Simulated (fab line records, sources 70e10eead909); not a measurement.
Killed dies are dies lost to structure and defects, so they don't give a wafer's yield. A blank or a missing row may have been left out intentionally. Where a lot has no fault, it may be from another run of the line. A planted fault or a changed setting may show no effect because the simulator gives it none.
fab line records | flow nand_harc
record: lots: 6 wafers: 18 last_day: 23
route steps=1159 shown P_GATE@127 END@1159
lots that met no fault: from a run of the same line without faults
start_h: hours from the record's first day to the start of the lot's first wafer shown | wait_h: hours since the lot's step before | " the same as in the row above | L1.1+2: one row covering several wafers at once | - value missing, or start not given | * or withheld: withheld | < > ~ a bound
route shown NAME@n: a module of which the file shows steps, and the number in the route of the first | usual: mean/standard deviation of fault-free wafers | same: alike in all rows | chamber/n: place in a boat | sites: the reading at each site | _std_site: their standard deviation | _edge_site: inner sites' mean taken away from outer sites' mean | radius_mm: how far each site lies from the wafer's centre | mask NAME#n: copy n | behind: tool/chamber where the wafer was last shaped | hold: what put the lot on hold/how long, in hours/how the hold closed | device: the transistor (n, p or np) that didn't switch | end of line: at the end of the route, the tests of the same wafers | where a step has no rows: the recipe by itself | killed: not the wafer's yield, but the dies lost to structure and defects at the first sort | map: dies across one wafer; x = killed, . = not, _ = none there
set.NAME: setting as actually run; set.NAME@STEP: the setting as run at that earlier step | model.NAME: the simulator's own value behind a step, which no gauge read
lots seen at some steps along the route; tables by step, rows by wafer
services: the hour from which a tool's chamber was out of use, counted from the record's first day as start_h (under 0 if before that day), plus the number of hours and why
== steps ==
step: NHARC_P_GATE_PRECLEAN_71
recipe: time_s: * temp_c: 50 bath_age_min: 0 chemistry: SC1
step: NHARC_P_GATE_SRD_72
step: NHARC_P_GATE_OXIDE_16
recipe: target_thk_a: 30 temp_c: 875 ox_time_s: 392 material: SiO2
step: NHARC_P_GATE_CVD_17
recipe: target_thk_a: 1500 temp_c: 620 time_s: 900 material: poly-Si
step: NHARC_P_GATE_HM_DEP_102
recipe: target_thk_a: 1200 temp_c: 400 material: aC
usual: throttle_valve_pct: 35.001/0.0094
columns lot.wafer tool chamber start_h wait_h throttle_valve_pct
L806.3 acl_dep-01 0 96.14 0.6 35.006
L806.4 " 0 " " 35.004
L806.6 " 0 " " 35.005
L808.1 acl_dep-02 0 103.24 0.4 34.994
L808.3 " 0 " " 35.004
L808.4 " 0 " " 35.010
L817.4 acl_dep-02 0 164.78 0.9 34.993
L817.5 " 0 " " 35.005
L817.6 " 0 " " 35.000
L818.1 acl_dep-01 0 173.13 4.4 34.988
L818.3 " 0 " " 35.014
L818.4 " 0 " " 34.999
L821.2 acl_dep-01 0 190.21 0.5 35.008
L821.4 " 0 " " 34.993
L821.6 " 0 " " 34.992
L827.4 acl_dep-03 0 220.01 1.0 35.001
L827.5 " 0 " " 34.996
L827.6 " 0 " " 34.978
step: NHARC_P_GATE_DEP_103
recipe: target_thk_a: 300 target_thk_nm: 30 temp_c: 400 flow_sccm: 200 rf_w: 350 material: SiON
usual: heater_power_w: 772/110
columns lot.wafer tool chamber start_h wait_h heater_power_w
L806.3 pecvd-04 1 96.67 0.4 728
L806.6 " 0 " " 963
L806.4 " 1 " " 736
L808.1 pecvd-03 2 103.93 0.6 746
L808.3 " 0 " " 540
L808.4 " 0 " " 551
L817.5 pecvd-04 1 165.21 0.2 726
L817.6 " 2 " " 728
L817.4 " 0 " " 939
L818.3 pecvd-04 0 173.80 0.3 1015
L818.1 " 1 " " 746
L818.4 " 2 " " 725
L821.2 pecvd-01 2 190.83 0.5 896
L821.6 " 0 " " 648
L821.4 " 2 " " 868
L827.5 pecvd-03 1 220.44 0.2 986
L827.4 " 2 " " 723
L827.6 " 0 " " 651
step: NHARC_P_GATE_DEHYDRATE_18
recipe: temp_c: 150 time_s: 120
step: NHARC_P_GATE_HMDS_19
recipe: time_s: 30
step: NHARC_P_GATE_COAT_20
recipe: spin_rpm: 1500 resist_thk_nm: 90
step: NHARC_P_GATE_SOFTBAKE_21
recipe: temp_c: 105 time_s: 55
step: NHARC_P_GATE_EBR_22
step: NHARC_P_GATE_EXPOSE_23
recipe: na: 1.35 target_cd_nm: 120 dose_mj: 93.91 mask_id: P_GATE
step: NHARC_P_GATE_PEB_24
recipe: peb_temp_c: 100 peb_time_s: 65
columns lot.wafer tool chamber start_h wait_h
L806.3+4+6 litho_track-06 0 97.24 0.0
L808.1+3+4 litho_track-01 0 104.66 0.1
L817.4+5+6 litho_track-01 0 165.75 0.0
L818.1+3+4 litho_track-01 0 174.40 0.1
L821.2+4+6 litho_track-06 0 191.52 0.1
L827.4+5+6 litho_track-06 0 220.84 0.0
step: NHARC_P_GATE_DEVELOP_25
recipe: develop_time_s: 35 dev_temp_c: 23
step: NHARC_P_GATE_CD_MEAS_26
recipe: target_cd_nm: 120 landing_energy_ev: 500
usual: cd_nm: 120.0/0.52
columns lot.wafer tool chamber start_h wait_h hold cd_nm
L806.3 cd_sem-03 0 97.33 - - 120.3
L806.4 " 0 " " - 119.7
L806.6 " 0 " " - 119.9
L808.1 cd_sem-02 0 104.74 - - 120.0
L808.3 " 0 " " - 120.9
L808.4 " 0 " " - 119.8
L817.4 cd_sem-02 0 165.84 - await_dispo/0.2h/release 113.4
L817.5 " 0 " " await_dispo/0.2h/release 113.3
L817.6 " 0 " " await_dispo/0.2h/release 113.2
L817.4 cd_sem-02 0 - - - 113.6
L817.5 " 0 " " - 113.4
L817.6 " 0 " " - 112.9
L818.1 cd_sem-02 0 174.48 - await_dispo/0.2h/release 114.1
L818.3 " 0 " " await_dispo/0.2h/release 113.8
L818.4 " 0 " " await_dispo/0.2h/release 113.4
L818.1 cd_sem-02 0 - - - 113.9
L818.3 " 0 " " - 114.0
L818.4 " 0 " " - 113.4
L821.2 cd_sem-02 0 191.60 - - 120.0
L821.4 " 0 " " - 119.4
L821.6 " 0 " " - 120.5
L827.4 cd_sem-01 0 220.92 - - 121.3
L827.5 " 0 " " - 120.2
L827.6 " 0 " " - 120.0
step: NHARC_P_GATE_OVL_MEAS_27
usual: overlay_x_nm: -0.1/0.78 overlay_y_nm: -0.2/0.98
columns lot.wafer tool chamber start_h wait_h hold overlay_x_nm overlay_y_nm
L806.3 overlay-01 - 97.41 - - 0.0 0.6
L806.4 " - " " - 0.0 0.6
L806.6 " - " " - 0.3 0.6
L808.1 overlay-02 - 104.84 - - 1.2 -0.9
L808.3 " - " " - 1.1 -0.6
L808.4 " - " " - 1.2 -0.7
L817.4 overlay-02 - 170.98 - await_dispo/4.9h/release 0.3 -0.5
L817.5 " - " " await_dispo/4.9h/release -0.4 -0.9
L817.6 " - " " await_dispo/4.9h/release 0.0 -0.5
L818.1 overlay-02 - 177.80 - await_dispo/3.0h/release -0.8 0.6
L818.3 " - " " await_dispo/3.0h/release -0.9 0.0
L818.4 " - " " await_dispo/3.0h/release -0.6 0.2
L821.2 overlay-02 - 191.68 - - -1.8 -2.5
L821.4 " - " " - -1.9 -1.8
L821.6 " - " " - -1.3 -1.9
L827.4 overlay-02 - 221.00 - - -0.3 -0.1
L827.5 " - " " - -0.2 -0.5
L827.6 " - " " - -0.3 -0.8
step: NHARC_P_GATE_INSPECT_28
usual: raw_defect_count: 5.7/2.7
columns lot.wafer tool chamber start_h wait_h raw_defect_count
L806.3 defect_inspect-02 - 97.45 0.0 7
L806.4 " - " " 8
L806.6 " - " " 7
L808.1 defect_inspect-02 - 104.88 0.0 1
L808.3 " - " " 2
L808.4 " - " " 5
L817.4 defect_inspect-01 - 171.01 0.0 2
L817.5 " - " " 4
L817.6 " - " " 3
L818.1 defect_inspect-01 - 177.84 0.0 8
L818.3 " - " " 6
L818.4 " - " " 11
L821.2 defect_inspect-01 - 191.72 0.0 1
L821.4 " - " " 4
L821.6 " - " " 2
L827.4 defect_inspect-02 - 221.04 0.0 4
L827.5 " - " " 2
L827.6 " - " " 3
step: NHARC_P_GATE_DESCUM_31
recipe: time_s: 3 o2_flow_sccm: 200 ar_flow_sccm: 0 bias_power_w: 0 chemistry: O2
usual: drypump_motor_current_A: 5.79/0.24 oes_product_au: 0.998/0.0082 rf_vpp_V: 57.5/0.83 showerhead_plenum_p_Torr: 1.90/0.077 throttle_valve_pct: 11.312/0.0086
columns lot.wafer tool chamber start_h wait_h drypump_motor_current_A oes_product_au rf_hours_counter_h rf_vpp_V showerhead_plenum_p_Torr throttle_valve_pct model.P_GATE.cd_nm
L806.3 rie_diel-07 1 97.52 0.1 5.86 1.011 6 57.8 1.83 11.321 120.4
L806.4 " 2 " " 5.84 0.996 5 57.9 1.95 11.316 119
L806.6 " 3 " " 5.56 0.989 - 58.6 1.95 11.313 119.9
L808.4 rie_diel-07 0 105.01 0.1 5.84 0.993 7 56.9 1.84 11.324 119.5
L808.3 " 1 " " 5.88 1.005 7 56.7 1.83 11.308 120.6
L808.1 " 2 " " 5.84 0.999 6 56.5 1.95 11.302 120.1
L817.4 rie_diel-01 0 171.34 0.3 6.39 1.002 8 57.9 2.00 11.316 113.6
L817.6 " 3 " " 5.74 0.999 - 57.7 1.91 11.322 113.3
L817.5 " 0 " " 6.39 1.001 - 58.6 2.00 11.315 113.3
L818.3 rie_diel-11 1 177.91 0.1 6.39 0.998 57 56.6 1.96 11.312 113.7
L818.1 " 2 " " 5.50 0.997 59 57.1 1.77 11.319 113.8
L818.4 " 3 " " 5.72 0.995 59 58.3 1.82 11.306 113.7
L821.4 rie_diel-07 0 191.80 0.1 5.84 1.005 22 56.8 1.84 11.311 119
L821.2 " 1 " " 5.85 1.006 21 57.5 1.82 11.294 119.6
L821.6 " 2 " " 5.85 1.001 - 57.8 1.95 11.307 120.6
L827.4 rie_diel-11 1 221.12 0.1 6.41 0.986 11 57.2 1.96 11.298 120.7
L827.5 " 2 " " 5.51 0.999 - 57.3 2.07 11.304 119.6
L827.6 " 3 " " 5.73 0.986 - 57.2 1.82 11.309 119.8
step: NHARC_P_GATE_ETCH_104
recipe: target_depth_a: 600 time_s: withheld cf4_flow_sccm: 100 chf3_flow_sccm: 30 ar_flow_sccm: 0 rf_w: 500 bias_w: 200 chemistry: CF4/CHF3
step: NHARC_P_GATE_HM_OPEN_105
recipe: target_depth_a: 3600 o2_flow_sccm: 400 cos_flow_sccm: 20 ar_flow_sccm: 0 rf_w: 500 bias_w: 300 chemistry: O2/COS
usual: drypump_motor_current_A: 5.81/0.24 oes_product_au: 0.999/0.0079 rf_vpp_V: 466.6/2.7 showerhead_plenum_p_Torr: 3.10/0.12 throttle_valve_pct: 28.330/0.0091
columns lot.wafer tool chamber start_h wait_h drypump_motor_current_A oes_product_au rf_hours_counter_h rf_vpp_V showerhead_plenum_p_Torr throttle_valve_pct
L806.3 rie_diel-07 1 - - 5.85 1.000 6 464.2 2.99 28.348
L806.4 " 2 " " 5.85 0.980 5 468.9 3.18 28.339
L806.6 " 2 " " 5.84 0.988 - 467.9 3.18 28.331
L808.3 rie_diel-07 1 - - 5.85 1.008 7 465.3 2.99 28.319
L808.4 " 3 " " 5.58 1.003 7 469.1 3.18 28.332
L808.1 " 0 " " 5.81 1.007 7 465.2 3.01 28.338
L817.4 rie_diel-01 2 - - 5.70 1.019 9 466.4 3.02 28.330
L817.5 " 1 " " 5.95 1.003 - 462.0 2.94 28.326
L817.6 " 2 " " 5.71 1.011 - 465.3 3.02 28.325
L818.3 rie_diel-11 0 - - 5.47 0.998 59 471.4 3.29 28.347
L818.1 " 1 " " 6.40 0.984 57 469.0 3.20 28.325
L818.4 " 3 " " 5.74 1.005 59 463.6 2.98 28.328
L821.2 rie_diel-07 2 - - 5.85 0.992 21 468.2 3.17 28.323
L821.4 " 3 " " 5.56 1.003 22 468.1 3.17 28.316
L821.6 " 1 " " 5.88 1.008 - 464.0 2.98 28.337
L827.4 rie_diel-11 1 - - 6.41 0.987 11 469.5 3.19 28.337
L827.5 " 3 " " 5.74 0.983 - 464.0 2.97 28.321
L827.6 " 0 " " 5.47 1.004 - 471.1 3.28 28.349
step: NHARC_P_GATE_STRIP_106
recipe: o2_flow_sccm: 400 cos_flow_sccm: 20 ar_flow_sccm: 0 bias_w: 0 chemistry: O2/COS
step: NHARC_P_GATE_ETCH_114
recipe: target_depth_a: 300 overetch_a: 30 time_s: 16.5 ion_energy_ev: 100 cf4_flow_sccm: 80 o2_flow_sccm: 20 ar_flow_sccm: 0 rf_w: 300 bias_w: 100 chemistry: CF4/O2
usual: drypump_motor_current_A: 5.79/0.24 oes_ar_750_au: 1.000/0.0052 oes_product_au: 0.998/0.0079 rf_vpp_V: 197.6/1.3 showerhead_plenum_p_Torr: 1.32/0.053 throttle_valve_pct: 13.397/0.0099
columns lot.wafer tool chamber start_h wait_h drypump_motor_current_A oes_ar_750_au oes_product_au rf_hours_counter_h rf_vpp_V showerhead_plenum_p_Torr throttle_valve_pct
L806.4 rie_diel-07 0 - - 5.83 0.995 0.993 6 197.5 1.29 13.396
L806.3 " 3 " " 5.56 1.012 0.995 6 197.6 1.36 13.384
L806.6 " 1 " " 5.89 1.006 1.011 - 196.1 1.28 13.392
L808.4 rie_diel-07 1 - - 5.85 1.002 0.995 7 197.1 1.28 13.391
L808.1 " 2 " " 5.83 1.001 0.994 6 198.2 1.36 13.376
L808.3 " 3 " " 5.55 1.000 0.998 7 199.1 1.36 13.381
L817.4 rie_diel-01 3 - - 5.76 0.999 1.011 9 197.8 1.33 13.414
L817.6 " 2 " " 5.70 0.998 1.005 - 196.4 1.29 13.402
L817.5 " 3 " " 5.77 0.995 1.011 - 198.9 1.33 13.407
L818.3 rie_diel-11 3 - - 5.76 1.008 1.009 59 196.5 1.27 13.392
L818.1 " 0 " " 5.46 0.991 0.998 59 200.0 1.41 13.394
L818.4 " 2 " " 5.49 1.002 0.997 59 195.4 1.24 13.411
L821.2 rie_diel-07 3 - - 5.54 1.003 0.993 22 197.9 1.36 13.413
L821.4 " 1 " " 5.86 0.987 1.004 21 197.4 1.27 13.400
L821.6 " 2 " " 5.82 1.001 0.986 - 198.4 1.36 13.410
L827.4 rie_diel-11 3 - - 5.74 0.998 0.982 9 194.6 1.27 13.388
L827.6 " 1 " " 6.40 0.997 0.993 - 199.2 1.36 13.416
L827.5 " 2 " " 5.47 1.000 0.996 - 200.6 1.44 13.396
step: NHARC_P_GATE_ETCH_32
recipe: target_depth_a: 1500 over_etch_frac: 1 over_etch_ion_energy_ev: 40 time_s: 100.1 hbr_flow_sccm: 150 cl2_flow_sccm: 50 rf_w: 400 icp_w: 400 bias_w: 100 chemistry: HBr/Cl2
usual: drypump_motor_current_A: 5.7/0.53 he_backside_leak_sccm: 2.7/0.3 oes_product_au: 0.999/0.0081 throttle_valve_pct: 26.405/0.0099
columns lot.wafer tool chamber start_h wait_h drypump_motor_current_A he_backside_leak_sccm oes_product_au rf_hours_counter_h throttle_valve_pct model.P_GATE.cd_nm
L806.4 rie_si-06 3 97.98 - 6.8 2.6 1.013 0.7 26.409 117.4
L806.3 " 0 " " 5.9 2.6 1.001 0.6 26.397 119.4
L806.6 " 3 " " 6.8 2.7 1.019 - 26.416 121.1
L808.3 rie_si-01 3 105.62 - 4.9 2.5 0.994 1.1 26.412 120.3
L808.1 " 2 " " 5.8 2.7 0.990 0.9 26.412 119.6
L808.4 " 2 " " 5.8 2.8 0.994 - 26.415 117.5
L817.4 rie_si-04 1 172.03 - 5.5 3.9 0.991 - 26.419 114.2
L817.5 " 1 " " 5.5 2.4 0.990 - 26.408 112.1
L817.6 " 1 " " 5.5 2.3 1.010 - 26.401 112.9
L818.1 rie_si-04 1 178.82 - 5.5 2.5 1.003 0.9 26.427 112.6
L818.3 " 1 " " 5.6 2.5 0.997 - 26.424 111.4
L818.4 " 1 " " 5.5 2.5 1.006 - 26.401 113.2
L821.2 rie_si-04 1 192.31 - 5.5 2.6 1.006 1.4 26.413 120.4
L821.4 " 2 " " 4.9 2.8 0.998 0.6 26.412 119.7
L821.6 " 0 " " 6.1 2.5 0.993 - 26.397 120.2
L827.4 rie_si-06 3 221.57 - 6.8 2.6 1.002 0.2 26.419 123.1
L827.5 " 2 " " 6.1 2.7 0.991 - 26.410 122.4
L827.6 " 3 " " 6.8 2.5 0.986 - 26.427 120.9
step: NHARC_P_GATE_STRIP_108
recipe: o2_flow_sccm: 500 ar_flow_sccm: 0 bias_w: 0 chemistry: O2
usual: drypump_motor_current_A: 5.81/0.24 oes_product_au: 1.000/0.0075 rf_vpp_V: 57.6/0.87 showerhead_plenum_p_Torr: 3.49/0.13 throttle_valve_pct: 17.035/0.0098
columns lot.wafer tool chamber start_h wait_h drypump_motor_current_A oes_product_au rf_hours_counter_h rf_vpp_V showerhead_plenum_p_Torr throttle_valve_pct
L806.4 rie_diel-07 3 98.14 - 5.58 1.010 6 58.4 3.59 17.021
L806.3 " 1 " " 5.87 1.009 6 57.0 3.38 17.038
L806.6 " 2 " " 5.86 0.995 - 58.0 3.59 17.037
L808.4 rie_diel-07 3 105.82 - 5.57 0.990 7 57.3 3.59 17.033
L808.1 " 1 " " 5.89 1.002 7 58.0 3.38 17.035
L808.3 " 2 " " 5.84 0.987 6 57.2 3.59 17.045
L817.4 rie_diel-07 2 172.30 - 5.84 0.981 19 58.5 3.59 17.048
L817.5 " 1 " " 5.87 1.002 - 56.6 3.37 17.033
L817.6 " 2 " " 5.85 0.983 - 58.3 3.59 17.019
L818.3 rie_diel-07 0 179.29 - 5.85 1.008 20 58.9 3.40 17.043
L818.1 " 1 " " 5.89 0.999 19 56.9 3.37 17.049
L818.4 " 3 " " 5.57 0.998 - 57.4 3.58 17.022
L821.2 rie_diel-07 0 192.47 - 5.88 1.012 22 58.7 3.40 17.045
L821.4 " 1 " " 5.91 1.005 21 57.1 3.37 17.039
L821.6 " 0 " " 5.87 1.005 - 57.3 3.40 17.033
L827.4 rie_diel-01 2 221.77 - 5.73 1.001 30 57.8 3.40 17.031
L827.6 " 3 " " 5.82 1.004 - 57.5 3.51 17.049
L827.5 " 0 " " 6.38 1.004 - 58.1 3.67 17.042
step: NHARC_END_SORT_01
recipe: temp_c: 25
usual: killed_at_array: 28/11 killed_at_other: 0.8/1.3 killed_at_periphery: 3.6/2.5 killed_dies: 32/11 killed_open: 3.0/1.8 killed_short: 2.0/1.5
same: gross_dies: 677
columns lot.wafer tool chamber start_h wait_h killed_at_array killed_at_other killed_at_periphery killed_dies killed_open killed_short
L806.3 prober-01 0 479.00 3.1 18 0 8 26 8 2
L806.4 prober-01 0 479.82 3.4 18 1 5 24 3 3
L806.6 prober-01 0 481.44 4.1 11 1 3 15 1 3
L817.4 prober-02 0 552.45 3.4 33 0 1 34 2 0
L817.5 prober-02 0 553.25 3.7 38 0 3 41 8 2
L817.6 prober-02 0 554.06 4.0 31 0 1 32 2 1
L818.1 prober-02 0 558.21 2.5 25 0 1 26 5 1
killed by level:class
L806.3 A_CHANNEL_HOLE_D1:chamber_film_flake=9 P_ZERO_WELL:chamber_film_flake=2 A_CONTACT:chamber_film_flake=2 P_GATE:geometric_particle:open=1 P_CONTACT:geometric_particle:open=1 P_M0:geometric_particle:open=1 P_M2:geometric_particle:short=1 A_SOURCE_PLATE:geometric_particle:open=1
L806.4 A_CHANNEL_HOLE_D1:chamber_film_flake=10 P_M1:chamber_film_flake=2 A_STAIRCASE:chamber_film_flake=2 P_M1:geometric_particle:open=1 A_CHANNEL_FILL_D1:geometric_particle:short=1 A_WL_FILL:geometric_particle:open=1 A_CONTACT:geometric_particle:short=1 A_CONTACT:geometric_particle:open=1
L806.6 A_CHANNEL_HOLE_D1:chamber_film_flake=4 A_ZERO_WELL:chamber_film_flake=3 A_SOURCE_PLATE:geometric_particle:short=1 A_ONON_D1:geometric_particle:short=1 A_CONTACT:geometric_particle:open=1 THIN_TSV:geometric_particle:short=1 P_ZERO_WELL:chamber_film_flake=1 P_STI:chamber_film_flake=1
L817.4 A_SLIT:chamber_film_flake=19 A_STAIRCASE:chamber_film_flake=6 A_CHANNEL_HOLE_D1:chamber_film_flake=3 A_ZERO_WELL:chamber_film_flake=2 A_CONTACT:chamber_film_flake=2 P_M0:geometric_particle:open=1 A_BLC:geometric_particle:open=1
L817.5 A_SLIT:chamber_film_flake=17 A_CHANNEL_HOLE_D1:chamber_film_flake=9 A_STAIRCASE:chamber_film_flake=3 A_BLC:geometric_particle:open=2 P_M0:geometric_particle:open=1 P_M1:geometric_particle:short=1 A_SOURCE_PLATE:geometric_particle:open=1 A_ONON_D1:geometric_particle:open=1
L817.6 A_SLIT:chamber_film_flake=13 A_CHANNEL_HOLE_D1:chamber_film_flake=7 A_STAIRCASE:chamber_film_flake=4 A_CONTACT:chamber_film_flake=3 P_CONTACT:geometric_particle:open=1 A_CONTACT:geometric_particle:short=1 A_M0:geometric_particle:open=1 A_ZERO_WELL:chamber_film_flake=1
L818.1 A_CHANNEL_HOLE_D1:chamber_film_flake=14 A_M0:geometric_particle:open=2 A_STAIRCASE:chamber_film_flake=2 A_CONTACT:chamber_film_flake=2 P_CONTACT:geometric_particle:open=1 A_ONON_D1:geometric_particle:open=1 A_ONON_D1:geometric_particle:short=1 A_CONTACT:geometric_particle:open=1
== services ==
columns tool chamber start_h hours kind
litho_track-01 - 93.00 7.0 pm
rie_si-01 1 97.11 37.1 repair
rie_si-04 - 99.00 9.0 pm
rie_diel-11 1 101.57 2.8 repair
rie_diel-01 2 103.92 1.3 repair
rie_si-06 2 105.83 4.6 repair
pecvd-03 - 111.00 13.0 pm
acl_dep-01 - 111.98 13.0 pm
litho_track-06 - 117.00 7.0 pm
pecvd-04 - 124.51 2.7 repair
rie_diel-01 1 126.44 1.3 repair
pecvd-03 - 129.79 8.6 repair
rie_diel-07 1 137.77 4.4 repair
rie_diel-01 - 137.83 9.0 pm
rie_si-04 2 158.81 25.4 repair
rie_si-04 3 161.52 16.7 repair
rie_si-04 0 164.50 12.7 repair
acl_dep-02 - 170.01 13.0 pm
rie_diel-01 0 178.42 4.6 repair
rie_si-06 - 183.00 9.0 pm
rie_diel-11 - 189.50 9.0 pm
pecvd-04 - 195.21 13.0 pm
rie_diel-01 0 200.03 4.9 repair
pecvd-03 - 217.27 2.7 repair
== key ==
first_sign: step: NHARC_P_GATE_CD_MEAS_26 reading: visit direction: added
effect: step: NHARC_P_GATE_CD_MEAS_26 reading: cd_nm direction: down sigmas: 12 usual: 120.0 struck: 113.5
model_effect: step: NHARC_P_GATE_DESCUM_31 value: P_GATE.cd_nm without: 120.3 struck: 113.6
model_effect: step: NHARC_P_GATE_ETCH_32 value: P_GATE.cd_nm without: 119.5 struck: 112.7
met_at NHARC_P_GATE_PEB_24
struck_wafers L817.4,L817.5,L817.6,L818.1,L818.3,L818.4
rows_end L818.3,L818.4
tester_left_out L817,L818
onset_between 104.66 165.75
also_fits NHARC_P_GATE_DEP_103:pecvd-04
fault: kind: process_parameter_drift tool: litho_track-01 chamber: - onset_h: 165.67 steps: NHARC_P_GATE_PEB_24 channel: peb_time_s offset: * shape: step end_h: 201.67 acts_in: * stated: *
tester_left_out: of these lots the tester's yield and bins aren't shown, on N5 and GAA mostly nor the transistor test; their killed dies are dies lost to structure and defects alone, not to doping, threshold or leakage, so they don't give the yield
rows_end: these wafers met a further fault down the route, and their rows from its step on are left out
